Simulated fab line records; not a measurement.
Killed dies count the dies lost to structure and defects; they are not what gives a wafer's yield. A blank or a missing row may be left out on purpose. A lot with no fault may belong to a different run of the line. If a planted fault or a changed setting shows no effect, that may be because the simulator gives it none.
fab line records :: flow n5Finfet :: part 2 of 2: steps 27 to 34 of 34
[record]
  lots = 5
  wafers = 15
  lastDay = 18
route steps=1938 shown BEOL_M7@1316 BEOL_M8@1332
lots with no fault: from the same line, run without faults
startH: hours from the record's opening day to when the first of the lot's shown wafers began :: waitH: hours elapsed since this lot's preceding step :: " same as the row above :: L1.1+2: several wafers, shown together as one row :: - no value, or no start was given :: * or withheld: withheld :: < > ~ a bound
route shown NAME@n: a module of which the file shows steps, and the number in the route of the first :: usual: the fault-free wafers' mean and standard deviation :: same: alike in all rows :: chamber/n: place in a boat :: sites: per-site readings :: _std_site: the values' standard deviation :: _edge_site: mean of outer sites minus mean of inner sites :: radiusMm: how far each site lies from the wafer's centre :: mask NAME#n: copy n :: behind: the most recent tool/chamber to have shaped the wafer :: hold: why the lot went on hold/how many hours it stayed there/how the hold came to an end :: device: which transistor (n, p or np) failed to switch :: end of line: at the end of the route, the tests of the same wafers :: step lacking rows: just its recipe :: killed: the dies lost at the first sort to structure and to defects; this is not the yield of the wafer :: map: a wafer's dies, marking killed ones x, the rest . and places with no die _
set.NAME: the setting as run; set.NAME@STEP: as run at that earlier step :: model.NAME: the simulator's own value behind a step, which no gauge read
lots at selected steps of the route; one table per step, one row per wafer
services: a tool's chamber out of use, with start hour (startH, from the record's first day; less than 0 if before it), hours out, and reason
[[steps]]
[step N5_BEOL_M8_EXPOSE_08]
[recipe]
  maskId = M8
  na = 1.35
  sourceShape = dipole
  sigmaInner = 0.817
  sigmaOuter = 0.97
  polarization = te
  doseMj = 68.25
[usual]
  focusOffsetNm = 0.0/0.58
lot.wafer: L077.2
tool: arfiScanner-02
chamber: 0
startH: 259.74
waitH: -
mask: M8#0
focusOffsetNm: 0.6

lot.wafer: L077.3
tool: arfiScanner-02
chamber: 0
startH: 259.74
waitH: -
mask: M8#0
focusOffsetNm: 0.5

lot.wafer: L077.6
tool: arfiScanner-02
chamber: 0
startH: 259.74
waitH: -
mask: M8#0
focusOffsetNm: 0.4

lot.wafer: L082.2
tool: arfiScanner-02
chamber: 0
startH: 295.08
waitH: -
mask: M8#0
focusOffsetNm: -0.5

lot.wafer: L082.3
tool: arfiScanner-02
chamber: 0
startH: 295.08
waitH: -
mask: M8#0
focusOffsetNm: -0.6

lot.wafer: L082.4
tool: arfiScanner-02
chamber: 0
startH: 295.08
waitH: -
mask: M8#0
focusOffsetNm: -0.5

lot.wafer: L089.1
tool: arfiScanner-02
chamber: 0
startH: 312.13
waitH: -
mask: M8#0
focusOffsetNm: -0.3

lot.wafer: L089.2
tool: arfiScanner-02
chamber: 0
startH: 312.13
waitH: -
mask: M8#0
focusOffsetNm: -1.0

lot.wafer: L089.5
tool: arfiScanner-02
chamber: 0
startH: 312.13
waitH: -
mask: M8#0
focusOffsetNm: -0.1

lot.wafer: L094.1
tool: arfiScanner-03
chamber: 0
startH: 351.75
waitH: -
mask: M8#0
focusOffsetNm: -1.0

lot.wafer: L094.3
tool: arfiScanner-03
chamber: 0
startH: 351.75
waitH: -
mask: M8#0
focusOffsetNm: -0.4

lot.wafer: L094.6
tool: arfiScanner-03
chamber: 0
startH: 351.75
waitH: -
mask: M8#0
focusOffsetNm: -0.8

lot.wafer: L096.1
tool: arfiScanner-03
chamber: 0
startH: 373.64
waitH: -
mask: M8#0
focusOffsetNm: 0.5

lot.wafer: L096.3
tool: arfiScanner-03
chamber: 0
startH: 373.64
waitH: -
mask: M8#0
focusOffsetNm: 0.0

lot.wafer: L096.5
tool: arfiScanner-03
chamber: 0
startH: 373.64
waitH: -
mask: M8#0
focusOffsetNm: 0.4
[step N5_BEOL_M8_PEB_09]
[recipe]
  pebTempC = withheld
  pebTimeS = 60
  resist = CAR-ArF
lot.wafer: L077.2+3+6
tool: lithoTrack-05
chamber: 0
startH: 259.79
waitH: 0.0

lot.wafer: L082.2+3+4
tool: lithoTrack-05
chamber: 0
startH: 295.14
waitH: 0.0

lot.wafer: L089.1+2+5
tool: lithoTrack-05
chamber: 0
startH: 312.19
waitH: 0.1

lot.wafer: L094.1+3+6
tool: lithoTrack-01
chamber: 0
startH: 351.81
waitH: 0.1

lot.wafer: L096.1+3+5
tool: lithoTrack-05
chamber: 0
startH: 373.70
waitH: 0.1
[step N5_BEOL_M8_DEVELOP_10]
[recipe]
  developTimeS = 30
  developer = TMAH
  resist = CAR-ArF
  rinseLiquid = diw
  dry = airSpin
  devTempC = 23
lot.wafer: L077.2+3+6
tool: lithoTrack-05
chamber: 0
startH: -
waitH: -

lot.wafer: L082.2+3+4
tool: lithoTrack-05
chamber: 0
startH: -
waitH: -

lot.wafer: L089.1+2+5
tool: lithoTrack-05
chamber: 0
startH: -
waitH: -

lot.wafer: L094.1+3+6
tool: lithoTrack-01
chamber: 0
startH: -
waitH: -

lot.wafer: L096.1+3+5
tool: lithoTrack-05
chamber: 0
startH: -
waitH: -
[step N5_BEOL_M8_CD_MEAS_11]
[recipe]
  targetCdNm = 38.5
  landingEnergyEv = 500
  detector = seInlens
  polarity = opening
[usual]
  cdNm = 38.6/0.4
lot.wafer: L077.2
tool: cdSem-03
chamber: 0
startH: 259.86
waitH: -
cdNm: 38.4

lot.wafer: L077.3
tool: cdSem-03
chamber: 0
startH: 259.86
waitH: -
cdNm: 38.5

lot.wafer: L077.6
tool: cdSem-03
chamber: 0
startH: 259.86
waitH: -
cdNm: 37.9

lot.wafer: L082.2
tool: cdSem-03
chamber: 0
startH: 295.21
waitH: -
cdNm: 38.4

lot.wafer: L082.3
tool: cdSem-03
chamber: 0
startH: 295.21
waitH: -
cdNm: 38.1

lot.wafer: L082.4
tool: cdSem-03
chamber: 0
startH: 295.21
waitH: -
cdNm: 38.1

lot.wafer: L089.1
tool: cdSem-02
chamber: 0
startH: 312.26
waitH: -
cdNm: 38.4

lot.wafer: L089.2
tool: cdSem-02
chamber: 0
startH: 312.26
waitH: -
cdNm: 38.6

lot.wafer: L089.5
tool: cdSem-02
chamber: 0
startH: 312.26
waitH: -
cdNm: 38.3

lot.wafer: L094.1
tool: cdSem-03
chamber: 0
startH: 351.87
waitH: -
cdNm: 38.4

lot.wafer: L094.3
tool: cdSem-03
chamber: 0
startH: 351.87
waitH: -
cdNm: 38.8

lot.wafer: L094.6
tool: cdSem-03
chamber: 0
startH: 351.87
waitH: -
cdNm: 38.5

lot.wafer: L096.1
tool: cdSem-01
chamber: 0
startH: 373.77
waitH: -
cdNm: 38.5

lot.wafer: L096.3
tool: cdSem-01
chamber: 0
startH: 373.77
waitH: -
cdNm: 38.4

lot.wafer: L096.5
tool: cdSem-01
chamber: 0
startH: 373.77
waitH: -
cdNm: 38.4
[step N5_BEOL_M8_OVL_MEAS_12]
[recipe]
  pointsPerWafer = 44
[usual]
  M8_OVL = 0.3/0.67
lot.wafer: L077.2
tool: overlay-01
chamber: 0
startH: 259.89
waitH: 0.0
M8_OVL[nm]: 0.6

lot.wafer: L077.3
tool: overlay-01
chamber: 0
startH: 259.89
waitH: 0.0
M8_OVL[nm]: 0.6

lot.wafer: L077.6
tool: overlay-01
chamber: 0
startH: 259.89
waitH: 0.0
M8_OVL[nm]: 1.0

lot.wafer: L082.2
tool: overlay-02
chamber: 0
startH: 295.23
waitH: 0.0
M8_OVL[nm]: 0.2

lot.wafer: L082.3
tool: overlay-02
chamber: 0
startH: 295.23
waitH: 0.0
M8_OVL[nm]: -0.5

lot.wafer: L082.4
tool: overlay-02
chamber: 0
startH: 295.23
waitH: 0.0
M8_OVL[nm]: 0.8

lot.wafer: L089.1
tool: overlay-02
chamber: 0
startH: 312.29
waitH: 0.0
M8_OVL[nm]: -0.1

lot.wafer: L089.2
tool: overlay-02
chamber: 0
startH: 312.29
waitH: 0.0
M8_OVL[nm]: 0.7

lot.wafer: L089.5
tool: overlay-02
chamber: 0
startH: 312.29
waitH: 0.0
M8_OVL[nm]: 0.0

lot.wafer: L094.1
tool: overlay-02
chamber: 0
startH: 351.90
waitH: 0.0
M8_OVL[nm]: 1.4

lot.wafer: L094.3
tool: overlay-02
chamber: 0
startH: 351.90
waitH: 0.0
M8_OVL[nm]: 1.0

lot.wafer: L094.6
tool: overlay-02
chamber: 0
startH: 351.90
waitH: 0.0
M8_OVL[nm]: -0.1

lot.wafer: L096.1
tool: overlay-02
chamber: 0
startH: 373.80
waitH: 0.0
M8_OVL[nm]: -0.4

lot.wafer: L096.3
tool: overlay-02
chamber: 0
startH: 373.80
waitH: 0.0
M8_OVL[nm]: -0.1

lot.wafer: L096.5
tool: overlay-02
chamber: 0
startH: 373.80
waitH: 0.0
M8_OVL[nm]: 0.9
[step N5_BEOL_M8_INSPECT_13]
[recipe]
  mode = adi
  inspectInstrument = brightfield
[usual]
  rawDefectCount = 394/88
lot.wafer: L077.2
tool: defectInspect-02
chamber: -
startH: 259.92
waitH: 0.0
rawDefectCount: 422

lot.wafer: L077.3
tool: defectInspect-02
chamber: -
startH: 259.92
waitH: 0.0
rawDefectCount: 391

lot.wafer: L077.6
tool: defectInspect-02
chamber: -
startH: 259.92
waitH: 0.0
rawDefectCount: 488

lot.wafer: L082.2
tool: defectInspect-01
chamber: -
startH: 295.26
waitH: 0.0
rawDefectCount: 241

lot.wafer: L082.3
tool: defectInspect-01
chamber: -
startH: 295.26
waitH: 0.0
rawDefectCount: 334

lot.wafer: L082.4
tool: defectInspect-01
chamber: -
startH: 295.26
waitH: 0.0
rawDefectCount: 327

lot.wafer: L089.1
tool: defectInspect-01
chamber: -
startH: 312.31
waitH: 0.0
rawDefectCount: 291

lot.wafer: L089.2
tool: defectInspect-01
chamber: -
startH: 312.31
waitH: 0.0
rawDefectCount: 545

lot.wafer: L089.5
tool: defectInspect-01
chamber: -
startH: 312.31
waitH: 0.0
rawDefectCount: 381

lot.wafer: L094.1
tool: defectInspect-01
chamber: -
startH: 351.93
waitH: 0.0
rawDefectCount: 256

lot.wafer: L094.3
tool: defectInspect-01
chamber: -
startH: 351.93
waitH: 0.0
rawDefectCount: 352

lot.wafer: L094.6
tool: defectInspect-01
chamber: -
startH: 351.93
waitH: 0.0
rawDefectCount: 333

lot.wafer: L096.1
tool: defectInspect-01
chamber: -
startH: 373.83
waitH: 0.0
rawDefectCount: 402

lot.wafer: L096.3
tool: defectInspect-01
chamber: -
startH: 373.83
waitH: 0.0
rawDefectCount: 396

lot.wafer: L096.5
tool: defectInspect-01
chamber: -
startH: 373.83
waitH: 0.0
rawDefectCount: 388
[step N5_BEOL_M8_DESCUM_16]
[recipe]
  chemistry = O2
  timeS = 7.9
  sourcePowerW = 50
  biasPowerW = 20
  pressureMtorr = 20
  rfFrequencyHz = 2.712e+07
  tempC = 40
  resist = CAR-ArF
  o2FlowSccm = 225
[usual]
  chamberPressureMTorr = 19.998/0.02
  drypumpMotorCurrentA = 5.5/0.52
  oesProductAu = 0.83/0.083
  rfVppV = 243.7/1.6
  showerheadPlenumPTorr = 2.13/0.084
  throttleValvePct = 20.38/0.18
[same]
  timeS = 7.9
lot.wafer: L077.2
tool: rieDiel-03
chamber: 1
startH: 260.51
waitH: 0.6
chamberPressureMTorr: 19.994
drypumpMotorCurrentA: 6.5
oesProductAu: 0.83
rfHoursCounterH: 91
rfVppV: 245.0
showerheadPlenumPTorr: 2.20
throttleValvePct: 20.39

lot.wafer: L077.3
tool: rieDiel-03
chamber: 2
startH: 260.51
waitH: 0.6
chamberPressureMTorr: 19.973
drypumpMotorCurrentA: 5.3
oesProductAu: 0.71
rfHoursCounterH: 234
rfVppV: 239.6
showerheadPlenumPTorr: 1.97
throttleValvePct: 20.53

lot.wafer: L077.6
tool: rieDiel-03
chamber: 0
startH: 260.51
waitH: 0.6
chamberPressureMTorr: 19.993
drypumpMotorCurrentA: 5.5
oesProductAu: 0.92
rfHoursCounterH: -
rfVppV: 243.5
showerheadPlenumPTorr: 2.04
throttleValvePct: 20.09

lot.wafer: L082.2
tool: rieDiel-03
chamber: 0
startH: 295.30
waitH: 0.0
chamberPressureMTorr: 20.001
drypumpMotorCurrentA: 5.5
oesProductAu: 0.91
rfHoursCounterH: 39
rfVppV: 241.7
showerheadPlenumPTorr: 2.04
throttleValvePct: 20.13

lot.wafer: L082.3
tool: rieDiel-03
chamber: 3
startH: 295.30
waitH: 0.0
chamberPressureMTorr: 19.996
drypumpMotorCurrentA: 4.9
oesProductAu: 0.70
rfHoursCounterH: 240
rfVppV: 245.2
showerheadPlenumPTorr: 2.15
throttleValvePct: 20.80

lot.wafer: L082.4
tool: rieDiel-03
chamber: 2
startH: 295.30
waitH: 0.0
chamberPressureMTorr: 19.981
drypumpMotorCurrentA: 5.3
oesProductAu: 0.71
rfHoursCounterH: 243
rfVppV: 239.2
showerheadPlenumPTorr: 1.97
throttleValvePct: 20.55

lot.wafer: L089.1
tool: rieDiel-03
chamber: 2
startH: 312.34
waitH: 0.0
chamberPressureMTorr: 19.993
drypumpMotorCurrentA: 5.3
oesProductAu: 0.69
rfHoursCounterH: 250
rfVppV: 241.8
showerheadPlenumPTorr: 1.97
throttleValvePct: 20.56

lot.wafer: L089.2
tool: rieDiel-03
chamber: 0
startH: 312.34
waitH: 0.0
chamberPressureMTorr: 20.000
drypumpMotorCurrentA: 5.5
oesProductAu: 0.89
rfHoursCounterH: 44
rfVppV: 241.3
showerheadPlenumPTorr: 2.03
throttleValvePct: 20.12

lot.wafer: L089.5
tool: rieDiel-03
chamber: 0
startH: 312.34
waitH: 0.0
chamberPressureMTorr: 19.994
drypumpMotorCurrentA: 5.5
oesProductAu: 0.89
rfHoursCounterH: -
rfVppV: 244.2
showerheadPlenumPTorr: 2.03
throttleValvePct: 20.11

lot.wafer: L094.1
tool: rieDiel-01
chamber: 3
startH: 352.19
waitH: 0.3
chamberPressureMTorr: 20.030
drypumpMotorCurrentA: 6.3
oesProductAu: 0.81
rfHoursCounterH: 88
rfVppV: 242.4
showerheadPlenumPTorr: 2.03
throttleValvePct: 20.56

lot.wafer: L094.3
tool: rieDiel-01
chamber: 0
startH: 352.19
waitH: 0.3
chamberPressureMTorr: 20.009
drypumpMotorCurrentA: 5.8
oesProductAu: 0.75
rfHoursCounterH: 149
rfVppV: 243.0
showerheadPlenumPTorr: 2.09
throttleValvePct: 20.41

lot.wafer: L094.6
tool: rieDiel-01
chamber: 0
startH: 352.19
waitH: 0.3
chamberPressureMTorr: 19.978
drypumpMotorCurrentA: 5.7
oesProductAu: 0.75
rfHoursCounterH: -
rfVppV: 244.5
showerheadPlenumPTorr: 2.09
throttleValvePct: 20.42

lot.wafer: L096.1
tool: rieDiel-03
chamber: 3
startH: 374.13
waitH: 0.3
chamberPressureMTorr: 19.976
drypumpMotorCurrentA: 4.8
oesProductAu: 0.97
rfHoursCounterH: 6
rfVppV: 243.1
showerheadPlenumPTorr: 2.14
throttleValvePct: 20.39

lot.wafer: L096.3
tool: rieDiel-03
chamber: 2
startH: 374.13
waitH: 0.3
chamberPressureMTorr: 20.001
drypumpMotorCurrentA: 5.3
oesProductAu: 0.94
rfHoursCounterH: 17
rfVppV: 245.0
showerheadPlenumPTorr: 2.22
throttleValvePct: 20.22

lot.wafer: L096.5
tool: rieDiel-03
chamber: 1
startH: 374.13
waitH: 0.3
chamberPressureMTorr: 19.983
drypumpMotorCurrentA: 6.5
oesProductAu: 0.78
rfHoursCounterH: -
rfVppV: 244.5
showerheadPlenumPTorr: 2.18
throttleValvePct: 20.45
[step N5_BEOL_M8_ETCH_61]
[recipe]
  chemistry = CF4
  target = SiARC
  targetDepthA = 455
  maskMaterial = CAR-ArF
  timeS = 75.8
  ionEnergyEv = 80
  pressureMtorr = 40
  sourceW = 545
  biasW = 36
  Ar_flow_sccm = 100
  cf4FlowSccm = 100
  ends = cleared
[usual]
  chamberPressureMTorr = 40.00/0.034
  drypumpMotorCurrentA = 5.5/0.52
  etchRfOnTimeS = 75.2/1.1
  oesProductAu = 0.71/0.071
  rfVppV = 184.5/1.4
  showerheadPlenumPTorr = 2.18/0.081
  throttleValvePct = 15.56/0.19
lot.wafer: L077.2
tool: rieDiel-03
chamber: 1
startH: 260.54
waitH: 0.0
chamberPressureMTorr: 40.06
drypumpMotorCurrentA: 6.5
etchRfOnTimeS: 74.9
oesProductAu: 0.70
rfHoursCounterH: 91
rfVppV: 185.9
showerheadPlenumPTorr: 2.25
throttleValvePct: 15.58

lot.wafer: L077.3
tool: rieDiel-03
chamber: 2
startH: 260.54
waitH: 0.0
chamberPressureMTorr: 40.00
drypumpMotorCurrentA: 5.3
etchRfOnTimeS: 76.8
oesProductAu: 0.60
rfHoursCounterH: 234
rfVppV: 184.8
showerheadPlenumPTorr: 2.03
throttleValvePct: 15.82

lot.wafer: L077.6
tool: rieDiel-03
chamber: 0
startH: 260.54
waitH: 0.0
chamberPressureMTorr: 40.00
drypumpMotorCurrentA: 5.5
etchRfOnTimeS: 74.2
oesProductAu: 0.79
rfHoursCounterH: -
rfVppV: 183.4
showerheadPlenumPTorr: 2.10
throttleValvePct: 15.29

lot.wafer: L082.2
tool: rieDiel-03
chamber: 0
startH: 295.34
waitH: 0.0
chamberPressureMTorr: 39.97
drypumpMotorCurrentA: 5.5
etchRfOnTimeS: 74.1
oesProductAu: 0.78
rfHoursCounterH: 39
rfVppV: 181.8
showerheadPlenumPTorr: 2.09
throttleValvePct: 15.31

lot.wafer: L082.3
tool: rieDiel-03
chamber: 3
startH: 295.34
waitH: 0.0
chamberPressureMTorr: 39.99
drypumpMotorCurrentA: 4.8
etchRfOnTimeS: 75.7
oesProductAu: 0.59
rfHoursCounterH: 240
rfVppV: 183.8
showerheadPlenumPTorr: 2.20
throttleValvePct: 15.98

lot.wafer: L082.4
tool: rieDiel-03
chamber: 2
startH: 295.34
waitH: 0.0
chamberPressureMTorr: 39.99
drypumpMotorCurrentA: 5.3
etchRfOnTimeS: 76.5
oesProductAu: 0.59
rfHoursCounterH: 243
rfVppV: 182.6
showerheadPlenumPTorr: 2.03
throttleValvePct: 15.83

lot.wafer: L089.1
tool: rieDiel-03
chamber: 2
startH: 312.38
waitH: 0.0
chamberPressureMTorr: 39.97
drypumpMotorCurrentA: 5.3
etchRfOnTimeS: 76.9
oesProductAu: 0.58
rfHoursCounterH: 250
rfVppV: 182.2
showerheadPlenumPTorr: 2.03
throttleValvePct: 15.85

lot.wafer: L089.2
tool: rieDiel-03
chamber: 0
startH: 312.38
waitH: 0.0
chamberPressureMTorr: 39.98
drypumpMotorCurrentA: 5.5
etchRfOnTimeS: 75.2
oesProductAu: 0.76
rfHoursCounterH: 44
rfVppV: 184.7
showerheadPlenumPTorr: 2.09
throttleValvePct: 15.30

lot.wafer: L089.5
tool: rieDiel-03
chamber: 0
startH: 312.38
waitH: 0.0
chamberPressureMTorr: 40.02
drypumpMotorCurrentA: 5.5
etchRfOnTimeS: 75.2
oesProductAu: 0.76
rfHoursCounterH: -
rfVppV: 182.8
showerheadPlenumPTorr: 2.09
throttleValvePct: 15.32

lot.wafer: L094.1
tool: rieDiel-01
chamber: 3
startH: 352.22
waitH: 0.0
chamberPressureMTorr: 39.99
drypumpMotorCurrentA: 6.3
etchRfOnTimeS: 73.6
oesProductAu: 0.70
rfHoursCounterH: 88
rfVppV: 184.3
showerheadPlenumPTorr: 2.08
throttleValvePct: 15.67

lot.wafer: L094.3
tool: rieDiel-01
chamber: 0
startH: 352.22
waitH: 0.0
chamberPressureMTorr: 39.94
drypumpMotorCurrentA: 5.8
etchRfOnTimeS: 75.3
oesProductAu: 0.64
rfHoursCounterH: 149
rfVppV: 183.8
showerheadPlenumPTorr: 2.14
throttleValvePct: 15.60

lot.wafer: L094.6
tool: rieDiel-01
chamber: 0
startH: 352.22
waitH: 0.0
chamberPressureMTorr: 40.04
drypumpMotorCurrentA: 5.8
etchRfOnTimeS: 75.1
oesProductAu: 0.65
rfHoursCounterH: -
rfVppV: 184.6
showerheadPlenumPTorr: 2.14
throttleValvePct: 15.60

lot.wafer: L096.1
tool: rieDiel-03
chamber: 3
startH: 374.17
waitH: 0.0
chamberPressureMTorr: 39.99
drypumpMotorCurrentA: 4.9
etchRfOnTimeS: 74.4
oesProductAu: 0.85
rfHoursCounterH: 6
rfVppV: 183.7
showerheadPlenumPTorr: 2.19
throttleValvePct: 15.49

lot.wafer: L096.3
tool: rieDiel-03
chamber: 2
startH: 374.17
waitH: 0.0
chamberPressureMTorr: 40.03
drypumpMotorCurrentA: 5.3
etchRfOnTimeS: 73.9
oesProductAu: 0.81
rfHoursCounterH: 17
rfVppV: 186.3
showerheadPlenumPTorr: 2.28
throttleValvePct: 15.41

lot.wafer: L096.5
tool: rieDiel-03
chamber: 1
startH: 374.17
waitH: 0.0
chamberPressureMTorr: 39.97
drypumpMotorCurrentA: 6.5
etchRfOnTimeS: 75.8
oesProductAu: 0.66
rfHoursCounterH: -
rfVppV: 184.9
showerheadPlenumPTorr: 2.23
throttleValvePct: 15.68
[[services]]
tool: cmp-01
chamber: -
startH: 240.51
hours: 0.3
kind: repair

tool: arfiScanner-02
chamber: -
startH: 249.45
hours: 1.3
kind: repair

tool: cmp-01
chamber: -
startH: 265.45
hours: 0.5
kind: repair

tool: cvdCo-02
chamber: 2
startH: 266.37
hours: 19.5
kind: repair

tool: pecvd-03
chamber: -
startH: 270.21
hours: 0.6
kind: repair

tool: arfiScanner-02
chamber: -
startH: 280.26
hours: 1.0
kind: pm

tool: arfiScanner-02
chamber: -
startH: 281.34
hours: 1.9
kind: repair

tool: pecvd-04
chamber: 0
startH: 282.82
hours: 14.2
kind: repair

tool: uvCure-03
chamber: -
startH: 284.35
hours: 6.0
kind: pm

tool: aldMetal-04
chamber: -
startH: 289.42
hours: 2.8
kind: pm

tool: uvCure-01
chamber: -
startH: 293.69
hours: 7.5
kind: pm

tool: pvdSputter-02
chamber: -
startH: 295.39
hours: 5.2
kind: repair

tool: pecvd-03
chamber: 0
startH: 296.00
hours: 7.2
kind: repair

tool: arfiScanner-02
chamber: -
startH: 310.44
hours: 1.3
kind: pm

tool: pecvd-03
chamber: 2
startH: 318.15
hours: 4.3
kind: repair

tool: cvdCo-02
chamber: 0
startH: 322.10
hours: 5.2
kind: repair

tool: aldMetal-04
chamber: 2
startH: 331.61
hours: 21.0
kind: repair

tool: arfiScanner-02
chamber: -
startH: 336.71
hours: 0.8
kind: pm

tool: ecdCu-01
chamber: -
startH: 343.97
hours: 2.1
kind: repair

tool: rieDiel-03
chamber: -
startH: 353.27
hours: 4.3
kind: pm

tool: pecvd-03
chamber: -
startH: 363.53
hours: 2.8
kind: pm

tool: ecdCu-01
chamber: -
startH: 364.29
hours: 1.8
kind: repair

tool: cvdCo-02
chamber: 1
startH: 365.51
hours: 30.1
kind: repair

tool: pvdSputter-02
chamber: -
startH: 366.81
hours: 8.6
kind: repair
